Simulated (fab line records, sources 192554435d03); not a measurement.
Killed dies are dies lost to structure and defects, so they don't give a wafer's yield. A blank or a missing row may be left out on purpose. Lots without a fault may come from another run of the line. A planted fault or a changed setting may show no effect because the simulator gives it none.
Chamber matching | flow n5_finfet | N5_BEOL_M2_PRE_CLEAN_60 on cvd_co-01: 3 sister chambers
The step time 15 s. 6 wafers are shown with their chamber, then 12 later ones without.

WAFERS WITH THEIR CHAMBER
wafer  | chamber | heater_power_w (W)
L086.2 | 2       | 70
L089.2 | 0       | 93
L089.6 | 1       | 93
L090.1 | 1       | 95
L090.4 | 0       | 95
L090.5 | 2       | 68

WAFERS WITHOUT THEIR CHAMBER
wafer  | heater_power_w (W)
L091.1 | 70
L091.4 | 71
L091.5 | 94
L092.2 | 97
L092.3 | 92
L092.6 | 95
L095.3 | 93
L095.5 | 68
L095.6 | 95
L097.2 | 93
L097.4 | 93
L097.5 | 70

WHICH CHAMBER EACH WENT THROUGH
wafer  | from the rows above     | in truth
L091.1 | 2                       | 2
L091.4 | 2                       | 2
L091.5 | can't be placed: 0 or 1 | 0
L092.2 | can't be placed: 0 or 1 | 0
L092.3 | can't be placed: 0 or 1 | 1
L092.6 | can't be placed: 0 or 1 | 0
L095.3 | can't be placed: 0 or 1 | 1
L095.5 | 2                       | 2
L095.6 | can't be placed: 0 or 1 | 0
L097.2 | can't be placed: 0 or 1 | 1
L097.4 | can't be placed: 0 or 1 | 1
L097.5 | 2                       | 2
Placed correctly: 4 of 12. Can't be placed from these rows: 8 (the true chamber is among the candidates in 8). Placed wrongly: 0.
How it was worked out, from the rows above alone: a wafer's distance from a chamber is the root of the sum, over the readings, of the square of ((its reading less the chamber's mean) divided by the reading's scatter). The wafer belongs to the nearest chamber; if the next one is less than 2 further off, it can't be placed. A chamber's mean is the mean of its shown wafers. The scatter: the root of (the sum of the squares of (reading less its chamber's mean) over the shown wafers, divided by (wafers less chambers)).
